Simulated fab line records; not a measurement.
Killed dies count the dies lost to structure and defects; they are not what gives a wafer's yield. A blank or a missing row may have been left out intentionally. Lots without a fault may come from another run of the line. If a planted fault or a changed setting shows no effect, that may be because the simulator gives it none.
fab line records -- flow n5-finfet
record: lots: 7, wafers: 39
route steps=1938 shown BEOL_M2@879 BEOL_M4@1070
start-h: start of the lot's first displayed wafer, in hours after the record's first day -- wait-h: hours from the lot's prior step to this one -- " the same as in the row above -- L1.1+2: a single row standing in for several wafers -- - no value, or no start was given -- * or withheld: withheld -- < > ~ a bound
route shown NAME@n: NAME is a module with steps in the file, n the number in the route of the first one -- usual: mean/standard deviation taken from wafers without a fault -- same: alike in all rows -- chamber/n: place in a boat -- sites: per-site readings -- _std_site: the values' standard deviation -- _edge_site: the outer-site mean with the inner-site mean subtracted -- radius-mm: how far each site lies from the wafer's centre -- mask NAME#n: copy n -- behind: the last tool/chamber to shape the wafer -- hold: why the lot went on hold/how many hours it stayed there/how the hold came to an end -- device: names the non-switching transistor (n, p or np) -- end of line: tests run on the same wafers once the route is complete -- where a step has no rows: the recipe by itself -- killed: at the first sort, the dies lost to defects and structure; wafer yield is something else -- map: the dies of a wafer, with x for killed, . for not killed, _ for no die there
set.NAME: setting as actually run; set.NAME@STEP: the setting as run at that earlier step -- model.NAME: the simulator's own value behind a step, which no gauge read
lots run with intentionally changed settings; tables by step, rows by wafer
== steps ==
step: N5_BEOL_M2_DESCUM_33
recipe: chemistry: O2, time-s: 7, source-power-w: 50, bias-power-w: 20, pressure-mtorr: 20, rf-frequency-hz: 2.712e+07, temp-c: 40, resist: CAR-EUV, o2-flow-sccm: 225
lot.wafer,tool,chamber,start-h,wait-h,set.time-s,model.CAR-EUV_of_BEOL_M2_COAT_22.thk-nm
L074.1+2+3,rie-diel-04,"0,1,2",136.85,0.4,7,26.2
L074.4,rie-diel-04,3,136.85,0.4,5.372,26.8
L074.5+6,rie-diel-04,"3,0",136.85,0.4,5.372,27
L078.1+2+6,rie-diel-03,"3,0,0",153.22,0.0,7,26
L078.3+5,rie-diel-03,1,153.22,0.0,9.377,24.8
L078.4,rie-diel-03,3,153.22,0.0,9.377,24.6
L079.1+3+6,rie-diel-03,"1,2,2",162.29,0.0,7,26.2
L079.2+4,rie-diel-03,"3,0",162.29,0.0,8.746,25.2
L079.5,rie-diel-03,1,162.29,0.0,8.746,25.4
L082.1+2+3+4+5+6,rie-diel-01,"1,3,0,2,3,0",191.34,0.0,7,26
L089.1+2+4,rie-diel-01,"3,1,2",224.51,0.0,8.919,25.2
L089.3+5,rie-diel-01,"0,3",224.51,0.0,7,26.2
L089.6,rie-diel-01,2,224.51,0.0,7,26
L091.1,rie-diel-04,1,243.51,0.0,7,26
L091.2+3,rie-diel-04,"3,0",243.51,0.0,7,26.2
L095.1+2+5,rie-diel-01,"2,1,2",276.93,0.0,7,26.2
L095.3+4+6,rie-diel-01,"0,3,1",276.93,0.0,7,26
step: N5_BEOL_M2_ETCH_77
recipe: chemistry: N2/H2, target: underlayer, target-depth-a: 65, mask-material: CAR-EUV, time-s: 5.2, ion-energy-ev: 200, pressure-mtorr: 30, source-w: 840, bias-w: 150, n2-flow-sccm: 200, h2-flow-sccm: 200, ends: cleared
step: N5_BEOL_M2_ETCH_69
recipe: chemistry: CF4, target: SiARC, target-depth-a: 156, mask-material: CAR-EUV, time-s: 26, ion-energy-ev: 80, pressure-mtorr: 40, source-w: 545, bias-w: 36, Ar_flow_sccm: 100, cf4-flow-sccm: 100, ends: cleared
lot.wafer,tool,chamber,start-h,wait-h,set.time-s@BEOL_M2_DESCUM_33,model.CAR-EUV_of_BEOL_M2_COAT_22.thk-nm
L074.1+2+3,rie-diel-04,"0,1,2",136.90,0.0,7,11.2
L074.4+5+6,rie-diel-04,"3,3,0",136.90,0.0,5.372,12
L078.1+2+6,rie-diel-03,"3,0,0",153.28,0.0,7,11
L078.3+4,rie-diel-03,"1,3",153.28,0.0,9.377,9.8
L078.5,rie-diel-03,1,153.28,0.0,9.377,10
L079.1+6,rie-diel-03,"1,2",162.34,0.0,7,11.2
L079.2+4+5,rie-diel-03,"3,0,1",162.34,0.0,8.746,10.4
L079.3,rie-diel-03,2,162.34,0.0,7,11.4
L082.1+2+3+4+5+6,rie-diel-01,"1,3,0,2,3,0",191.39,0.0,7,11.2
L089.1+2+4,rie-diel-01,"3,1,2",224.56,0.0,8.919,10.2
L089.3+5,rie-diel-01,"0,3",224.56,0.0,7,11.2
L089.6,rie-diel-01,2,224.56,0.0,7,11
L091.1+2,rie-diel-04,"1,3",243.56,0.0,7,11.2
L091.3,rie-diel-04,0,243.56,0.0,7,11.4
L095.1+2+3+4+5+6,rie-diel-01,"2,1,0,3,2,1",276.98,0.0,7,11.2
step: N5_BEOL_M2_ALD_98
recipe: material: SiO2, target-thk-a: 25, temp-c: 100, ald-precursor-family: BDEAS, ald-co-reactant: O2-plasma, pulse-time-s: 1, co-reactant-pulse-time-s: 1, purge-time-s: 2, co-reactant-purge-time-s: 2, ald-cycles: 17, pressure-torr: 2
step: N5_BEOL_M2_ETCHBACK_99
recipe: chemistry: CHF3, target: SiO2, target-depth-a: 50, time-s: 10.4, source-w: 215, bias-w: 47, Ar_flow_sccm: 200, CHF3_flow_sccm: 12, ion-energy-ev: 100, pressure-mtorr: 30
lot.wafer,tool,chamber,start-h,wait-h,set.time-s@BEOL_M2_DESCUM_33,model.CAR-EUV_of_BEOL_M2_COAT_22.thk-nm
L074.1+2,rie-diel-03,"1,3",150.72,13.4,7,10.6
L074.3,rie-diel-03,0,150.72,13.4,7,10.4
L074.4+5,rie-diel-03,2,150.72,13.4,5.372,11.2
L074.6,rie-diel-03,3,150.72,13.4,5.372,11.4
L079.1+3+6,rie-diel-01,"0,3,2",171.22,8.8,7,10.6
L079.2+4,rie-diel-01,"1,2",171.22,8.8,8.746,9.6
L079.5,rie-diel-01,3,171.22,8.8,8.746,9.8
L078.1+2+6,rie-diel-01,"3,1,2",179.14,25.7,7,10.2
L078.3+5,rie-diel-01,"0,3",179.14,25.7,9.377,9.2
L078.4,rie-diel-01,2,179.14,25.7,9.377,9
L082.1+2+3+4+5+6,rie-diel-01,"0,2,1,3,3,2",217.64,26.0,7,10.4
L089.1+2,rie-diel-04,"0,3",235.30,10.5,8.919,9.4
L089.3+5+6,rie-diel-04,"2,0,3",235.30,10.5,7,10.4
L089.4,rie-diel-04,1,235.30,10.5,8.919,9.6
L091.1,rie-diel-04,3,245.85,2.2,7,10.4
L091.2+3,rie-diel-04,"2,1",245.85,2.2,7,10.6
L095.1+3+4+6,rie-diel-04,"3,0,2,0",291.42,14.3,7,10.4
L095.2+5,rie-diel-04,"1,3",291.42,14.3,7,10.6
step: N5_BEOL_M4_TRENCH_ETCH_37
recipe: chemistry: C4F6/O2, target-depth-a: 555.55, target: SiOC, time-s: 29.2, ion-energy-ev: 250, pressure-mtorr: 30, source-w: 355, bias-w: 185, Ar_flow_sccm: 300, C4F6_flow_sccm: 10, O2_flow_sccm: 10
lot.wafer,tool,chamber,start-h,wait-h,set.target-depth-a,model.BEOL_M4.feature-depth-nm,model.etch.depth-nm,model.TiN_of_BEOL_M4_HM_DEP_02.thk-nm
L074.1,rie-diel-01,3,-,-,429.9,43.8,43.7,18.4
L074.2,rie-diel-01,1,-,-,555.55,55.4,55.42,17.6
L074.3,rie-diel-01,2,-,-,429.9,42.8,42.75,18.4
L074.4,rie-diel-01,0,-,-,429.9,43,43.06,18.6
L074.5,rie-diel-01,1,-,-,555.55,55.6,55.69,18
L074.6,rie-diel-01,2,-,-,555.55,55.4,55.35,18
L079.1,rie-diel-03,1,-,-,703.8,70.8,70.85,17
L079.2,rie-diel-03,0,-,-,555.55,55.4,55.48,17.6
L079.3,rie-diel-03,3,-,-,555.55,54.4,54.49,17.6
L079.4,rie-diel-03,2,-,-,555.55,54.4,54.36,17.6
L079.5,rie-diel-03,0,-,-,703.8,70.2,70.28,17
L079.6,rie-diel-03,1,-,-,703.8,70.6,70.55,16.8
L078.1,rie-diel-01,0,-,-,883.1,88.2,88.21,16.6
L078.2,rie-diel-01,2,-,-,883.1,88.6,88.68,16.6
L078.3,rie-diel-01,1,-,-,555.55,56.4,56.35,17.8
L078.4,rie-diel-01,3,-,-,883.1,89.4,89.47,16.4
L078.5,rie-diel-01,2,-,-,555.55,56.4,56.31,18
L078.6,rie-diel-01,3,-,-,555.55,56.6,56.58,18
L082.1,rie-diel-04,0,-,-,555.55,55.4,55.37,17.6
L082.2,rie-diel-04,3,-,-,760.7,78.6,78.56,16.6
L082.3,rie-diel-04,1,-,-,760.7,75.6,75.65,16.6
L082.4,rie-diel-04,2,-,-,760.7,77,76.93,16.8
L082.5,rie-diel-04,0,-,-,555.55,55.4,55.33,17.6
L082.6,rie-diel-04,1,-,-,555.55,55.4,55.42,17.4
L089.1,rie-diel-04,0,-,-,854.4,85.2,85.21,16.6
L089.2,rie-diel-04,3,-,-,555.55,57,56.98,17.6
L089.3,rie-diel-04,1,-,-,854.4,85.8,85.82,16.6
L089.4,rie-diel-04,2,-,-,555.55,56.6,56.67,17.8
L089.5,rie-diel-04,3,-,-,555.55,57.6,57.62,17.8
L089.6,rie-diel-04,0,-,-,854.4,85.8,85.75,16.8
L091.1,rie-diel-04,3,-,-,555.55,57.2,57.18,17.2
L091.2,rie-diel-04,0,-,-,555.55,55.2,55.23,17.4
L091.3,rie-diel-04,2,-,-,555.55,55.6,55.64,17.6
L095.1,rie-diel-01,1,-,-,258.9,26.2,26.13,19.2
L095.2,rie-diel-01,2,-,-,258.9,25.8,25.77,19.2
L095.3,rie-diel-01,0,-,-,555.55,55.6,55.66,18.2
L095.4,rie-diel-01,3,-,-,258.9,26.4,26.33,19.4
L095.5,rie-diel-01,2,-,-,555.55,55.4,55.43,18
L095.6,rie-diel-01,1,-,-,555.55,55.4,55.42,18
step: N5_BEOL_M4_ETCH_41
recipe: chemistry: CH3F/O2, target: SiCN, target-depth-a: 299, taper-deg: 2, time-s: 52.5, ion-energy-ev: 120, mask-material: TiN, pressure-mtorr: 30, source-w: 395, bias-w: 75, Ar_flow_sccm: 150, CH3F_flow_sccm: 30, O2_flow_sccm: 20
step: N5_BEOL_M4_STRIP_97
recipe: chemistry: N2/H2, time-s: 10, power-w: 450, temp-c: 40, pressure-mtorr: 20, rf-frequency-hz: 6e+07, bias-power-w: 7, n2-flow-sccm: 200, h2-flow-sccm: 200
step: N5_BEOL_M4_OCD_MEAS_38
usual: trench-depth-nm: 55.9/0.71
lot.wafer,tool,chamber,start-h,wait-h,set.target-depth-a@BEOL_M4_TRENCH_ETCH_37,trench-depth-nm
L074.1,ocd-02,-,189.34,-,429.9,44.0
L074.2,ocd-02,-,189.34,-,555.55,55.6
L074.3,ocd-02,-,189.34,-,429.9,42.9
L074.4,ocd-02,-,189.34,-,429.9,43.7
L074.5,ocd-02,-,189.34,-,555.55,55.6
L074.6,ocd-02,-,189.34,-,555.55,55.5
L079.1,ocd-02,-,218.14,-,703.8,70.3
L079.2,ocd-02,-,218.14,-,555.55,55.3
L079.3,ocd-02,-,218.14,-,555.55,54.3
L079.4,ocd-02,-,218.14,-,555.55,54.5
L079.5,ocd-02,-,218.14,-,703.8,69.9
L079.6,ocd-02,-,218.14,-,703.8,70.3
L078.1,ocd-02,-,225.61,-,883.1,88.8
L078.2,ocd-02,-,225.61,-,883.1,88.3
L078.3,ocd-02,-,225.61,-,555.55,56.3
L078.4,ocd-02,-,225.61,-,883.1,89.4
L078.5,ocd-02,-,225.61,-,555.55,56.2
L078.6,ocd-02,-,225.61,-,555.55,56.4
L082.1,ocd-01,-,250.26,-,555.55,55.0
L082.2,ocd-01,-,250.26,-,760.7,78.6
L082.3,ocd-01,-,250.26,-,760.7,75.2
L082.4,ocd-01,-,250.26,-,760.7,77.2
L082.5,ocd-01,-,250.26,-,555.55,55.8
L082.6,ocd-01,-,250.26,-,555.55,56.1
L089.1,ocd-02,-,269.29,-,854.4,85.7
L089.2,ocd-02,-,269.29,-,555.55,57.1
L089.3,ocd-02,-,269.29,-,854.4,85.5
L089.4,ocd-02,-,269.29,-,555.55,56.8
L089.5,ocd-02,-,269.29,-,555.55,57.9
L089.6,ocd-02,-,269.29,-,854.4,86.1
L091.1,ocd-01,-,295.13,-,555.55,56.9
L091.2,ocd-01,-,295.13,-,555.55,55.2
L091.3,ocd-01,-,295.13,-,555.55,55.9
L095.1,ocd-02,-,333.34,-,258.9,26.7
L095.2,ocd-02,-,333.34,-,258.9,24.9
L095.3,ocd-02,-,333.34,-,555.55,55.5
L095.4,ocd-02,-,333.34,-,258.9,26.2
L095.5,ocd-02,-,333.34,-,555.55,55.5
L095.6,ocd-02,-,333.34,-,555.55,55.5
step: N5_BEOL_M4_HM_STRIP_39
recipe: chemistry: peroxide-tin-strip, material: TiN, target-depth-a: 250, temp-c: 50, time-s: 158
step: N5_BEOL_M4_SRD_40
recipe: time-s: 30, temp-c: 23, rinse-liquid: diw, dry: ipa-marangoni
step: N5_BEOL_M4_ECD_50
recipe: material: Cu, target-thk-a: 3000
step: N5_BEOL_M4_ANNEAL_51
recipe: temp-c: 225, time-s: 90, ambient: N2
step: N5_BEOL_M4_CMP_52
recipe: stop-on: SiOC, t-overpolish-s: 6.8, down-force-psi: 1, platen-rpm: 50, clearing-platen-down-force-psi: 1.5, clearing-platen-rpm: 50, post-cmp-clean: cu-alkaline, target-thk-nm: 40, clearing-platen-pad-velocity-m-s: 0.99484, pad-velocity-m-s: 0.99484
lot.wafer,tool,chamber,start-h,wait-h,set.target-depth-a@BEOL_M4_TRENCH_ETCH_37,model.Cu_of_BEOL_M4_ECD_50.thk-nm
L074.4,cmp-03,2,192.64,0.1,429.9,25.8
L074.2,cmp-03,3,192.64,0.1,555.55,41
L074.3,cmp-03,0,192.64,0.1,429.9,26.4
L074.1,cmp-03,1,192.64,0.1,429.9,27.8
L074.6,cmp-03,2,192.64,0.1,555.55,39
L074.5,cmp-03,3,192.64,0.1,555.55,40.6
L079.2,cmp-03,2,221.84,0.2,555.55,38.8
L079.3,cmp-03,3,221.84,0.2,555.55,38
L079.1,cmp-03,0,221.84,0.2,703.8,53.8
L079.4,cmp-03,1,221.84,0.2,555.55,36.6
L079.5,cmp-03,2,221.84,0.2,703.8,53.4
L079.6,cmp-03,3,221.84,0.2,703.8,53.6
L078.3,cmp-03,0,228.89,0.2,555.55,39.2
L078.4,cmp-03,1,228.89,0.2,883.1,71.4
L078.1,cmp-03,2,228.89,0.2,883.1,71.2
L078.2,cmp-03,3,228.89,0.2,883.1,73
L078.5,cmp-03,0,228.89,0.2,555.55,39.8
L078.6,cmp-03,1,228.89,0.2,555.55,40
L082.2,cmp-03,2,254.41,0.2,760.7,64
L082.3,cmp-03,3,254.41,0.2,760.7,62
L082.4,cmp-03,0,254.41,0.2,760.7,62.6
L082.1,cmp-03,1,254.41,0.2,555.55,40.4
L082.5,cmp-03,2,254.41,0.2,555.55,42.6
L082.6,cmp-03,3,254.41,0.2,555.55,42
L089.1,cmp-04,3,276.68,2.2,854.4,71
L089.4,cmp-04,0,276.68,2.2,555.55,42.2
L089.2,cmp-04,1,276.68,2.2,555.55,42.4
L089.3,cmp-04,2,276.68,2.2,854.4,70.8
L089.6,cmp-04,3,276.68,2.2,854.4,71.4
L089.5,cmp-04,0,276.68,2.2,555.55,43
L091.2,cmp-03,3,299.10,0.2,555.55,40.4
L091.3,cmp-03,0,299.10,0.2,555.55,40.2
L091.1,cmp-03,1,299.10,0.2,555.55,43.2
L095.2,cmp-04,2,338.24,0.2,258.9,12
L095.1,cmp-04,3,338.24,0.2,258.9,11.6
L095.3,cmp-04,0,338.24,0.2,555.55,41
L095.4,cmp-04,1,338.24,0.2,258.9,10.8
L095.5,cmp-04,2,338.24,0.2,555.55,41.4
L095.6,cmp-04,3,338.24,0.2,555.55,41.6
step: N5_BEOL_M4_THK_MEAS_53
recipe: thk-meas-gauge: xrf, reads: Cu_of_BEOL_M4_ECD_50
usual: M4_THK: 40.9/1.4
lot.wafer,tool,chamber,start-h,wait-h,set.target-depth-a@BEOL_M4_TRENCH_ETCH_37,M4_THK[nm]
L074.1,film-metro-02,-,192.93,-,429.9,27.9
L074.2,film-metro-02,-,192.93,-,555.55,41.1
L074.3,film-metro-02,-,192.93,-,429.9,26.6
L074.4,film-metro-02,-,192.93,-,429.9,25.9
L074.5,film-metro-02,-,192.93,-,555.55,40.9
L074.6,film-metro-02,-,192.93,-,555.55,39.2
L079.1,film-metro-02,-,222.13,-,703.8,53.1
L079.2,film-metro-02,-,222.13,-,555.55,38.5
L079.3,film-metro-02,-,222.13,-,555.55,37.6
L079.4,film-metro-02,-,222.13,-,555.55,36.4
L079.5,film-metro-02,-,222.13,-,703.8,52.8
L079.6,film-metro-02,-,222.13,-,703.8,52.9
L078.1,film-metro-02,-,229.18,-,883.1,71.2
L078.2,film-metro-02,-,229.18,-,883.1,73.0
L078.3,film-metro-02,-,229.18,-,555.55,39.1
L078.4,film-metro-02,-,229.18,-,883.1,71.5
L078.5,film-metro-02,-,229.18,-,555.55,39.7
L078.6,film-metro-02,-,229.18,-,555.55,40.0
L082.1,film-metro-01,-,254.71,-,555.55,41.1
L082.2,film-metro-01,-,254.71,-,760.7,65.1
L082.3,film-metro-01,-,254.71,-,760.7,63.2
L082.4,film-metro-01,-,254.71,-,760.7,63.9
L082.5,film-metro-01,-,254.71,-,555.55,43.5
L082.6,film-metro-01,-,254.71,-,555.55,42.6
L089.1,film-metro-02,-,276.98,-,854.4,72.0
L089.2,film-metro-02,-,276.98,-,555.55,43.1
L089.3,film-metro-02,-,276.98,-,854.4,72.3
L089.4,film-metro-02,-,276.98,-,555.55,42.9
L089.5,film-metro-02,-,276.98,-,555.55,43.9
L089.6,film-metro-02,-,276.98,-,854.4,72.8
L091.1,film-metro-02,-,299.39,-,555.55,43.3
L091.2,film-metro-02,-,299.39,-,555.55,40.6
L091.3,film-metro-02,-,299.39,-,555.55,40.4
L095.1,film-metro-01,-,338.53,-,258.9,11.9
L095.2,film-metro-01,-,338.53,-,258.9,12.2
L095.3,film-metro-01,-,338.53,-,555.55,41.4
L095.4,film-metro-01,-,338.53,-,258.9,10.9
L095.5,film-metro-01,-,338.53,-,555.55,42.0
L095.6,film-metro-01,-,338.53,-,555.55,42.1
step: N5_BEOL_M4_PRE_CLEAN_60
recipe: gas: NH3/H2, time-s: 15, temp-c: *, rf-power-w: 300
step: N5_BEOL_M4_CO_CAP_55
recipe: material: Co, target-thk-a: 20, temp-c: 200, precursor: CCTBA/H2, pressure-torr: 30, time-s: 102.1
step: N5_BEOL_M4_PRE_CLEAN_56
recipe: gas: NH3, time-s: 15, temp-c: withheld, rf-power-w: 300
step: N5_BEOL_M4_DEP_57
recipe: material: SiCN, target-thk-a: 80, temp-c: withheld, precursor: 3MS/NH3, pressure-torr: 3, rf-w: 202, time-s: 14
step: N5_BEOL_M4_RS_MEAS_58
recipe: thk-meas-gauge: four-point-probe, reads: Co_of_BEOL_M4_CO_CAP_55+Cu_of_BEOL_M4_ECD_50+Co_of_BEOL_M4_CVD_47+TaN_of_BEOL_M4_ALD_84
usual: M4_RS: 0.659/0.026
lot.wafer,tool,chamber,start-h,wait-h,set.target-depth-a@BEOL_M4_TRENCH_ETCH_37,M4_RS[ohm/sq]
L074.1,film-metro-02,-,193.21,0.0,429.9,1.077
L074.2,film-metro-02,-,193.21,0.0,555.55,0.648
L074.3,film-metro-02,-,193.21,0.0,429.9,1.153
L074.4,film-metro-02,-,193.21,0.0,429.9,1.195
L074.5,film-metro-02,-,193.21,0.0,555.55,0.654
L074.6,film-metro-02,-,193.21,0.0,555.55,0.690
L079.1,film-metro-01,-,222.41,0.1,703.8,0.460
L079.2,film-metro-01,-,222.41,0.1,555.55,0.695
L079.3,film-metro-01,-,222.41,0.1,555.55,0.714
L079.4,film-metro-01,-,222.41,0.1,555.55,0.749
L079.5,film-metro-01,-,222.41,0.1,703.8,0.464
L079.6,film-metro-01,-,222.41,0.1,703.8,0.461
L078.1,film-metro-02,-,229.46,0.1,883.1,0.328
L078.2,film-metro-02,-,229.46,0.1,883.1,0.318
L078.3,film-metro-02,-,229.46,0.1,555.55,0.686
L078.4,film-metro-02,-,229.46,0.1,883.1,0.326
L078.5,film-metro-02,-,229.46,0.1,555.55,0.675
L078.6,film-metro-02,-,229.46,0.1,555.55,0.669
L082.1,film-metro-02,-,254.99,0.0,555.55,0.661
L082.2,film-metro-02,-,254.99,0.0,760.7,0.372
L082.3,film-metro-02,-,254.99,0.0,760.7,0.386
L082.4,film-metro-02,-,254.99,0.0,760.7,0.381
L082.5,film-metro-02,-,254.99,0.0,555.55,0.617
L082.6,film-metro-02,-,254.99,0.0,555.55,0.625
L089.1,film-metro-02,-,277.78,0.0,854.4,0.328
L089.2,film-metro-02,-,277.78,0.0,555.55,0.621
L089.3,film-metro-02,-,277.78,0.0,854.4,0.329
L089.4,film-metro-02,-,277.78,0.0,555.55,0.625
L089.5,film-metro-02,-,277.78,0.0,555.55,0.608
L089.6,film-metro-02,-,277.78,0.0,854.4,0.325
L091.1,film-metro-02,-,299.65,0.0,555.55,0.607
L091.2,film-metro-02,-,299.65,0.0,555.55,0.658
L091.3,film-metro-02,-,299.65,0.0,555.55,0.663
L095.1,film-metro-01,-,339.02,0.0,258.9,3.632
L095.2,film-metro-01,-,339.02,0.0,258.9,3.492
L095.3,film-metro-01,-,339.02,0.0,555.55,0.649
L095.4,film-metro-01,-,339.02,0.0,258.9,4.092
L095.5,film-metro-01,-,339.02,0.0,555.55,0.639
L095.6,film-metro-01,-,339.02,0.0,555.55,0.637
== key ==
split: step: N5_BEOL_M2_DESCUM_33, setting: time-s, stated: 7, by: wafer
response: step: N5_BEOL_M2_DESCUM_33, reading: model.CAR-EUV_of_BEOL_M2_COAT_22.thk-nm, change: -0.0355, per: 1%, r: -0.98
response: step: N5_BEOL_M2_ETCH_69, reading: model.CAR-EUV_of_BEOL_M2_COAT_22.thk-nm, change: -0.034, per: 1%, r: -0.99
response: step: N5_BEOL_M2_ETCHBACK_99, reading: model.CAR-EUV_of_BEOL_M2_COAT_22.thk-nm, change: -0.0333, per: 1%, r: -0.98
split: step: N5_BEOL_M4_TRENCH_ETCH_37, setting: target-depth-a, stated: 555.55, by: wafer
response: step: N5_BEOL_M4_TRENCH_ETCH_37, reading: model.BEOL_M4.feature-depth-nm, change: +0.551, per: 1%, r: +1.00
response: step: N5_BEOL_M4_TRENCH_ETCH_37, reading: model.etch.depth-nm, change: +0.552, per: 1%, r: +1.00
response: step: N5_BEOL_M4_TRENCH_ETCH_37, reading: model.TiN_of_BEOL_M4_HM_DEP_02.thk-nm, change: -0.0226, per: 1%, r: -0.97
response: step: N5_BEOL_M4_OCD_MEAS_38, reading: trench-depth-nm, change: +0.551, per: 1%, r: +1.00
response: step: N5_BEOL_M4_CMP_52, reading: model.Cu_of_BEOL_M4_ECD_50.thk-nm, change: +0.554, per: 1%, r: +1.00
response: step: N5_BEOL_M4_THK_MEAS_53, reading: M4_THK, change: +0.559, per: 1%, r: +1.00
response: step: N5_BEOL_M4_RS_MEAS_58, reading: M4_RS, shape: bent, at-lowest: 3.739, at-stated: 0.657, at-highest: 0.324
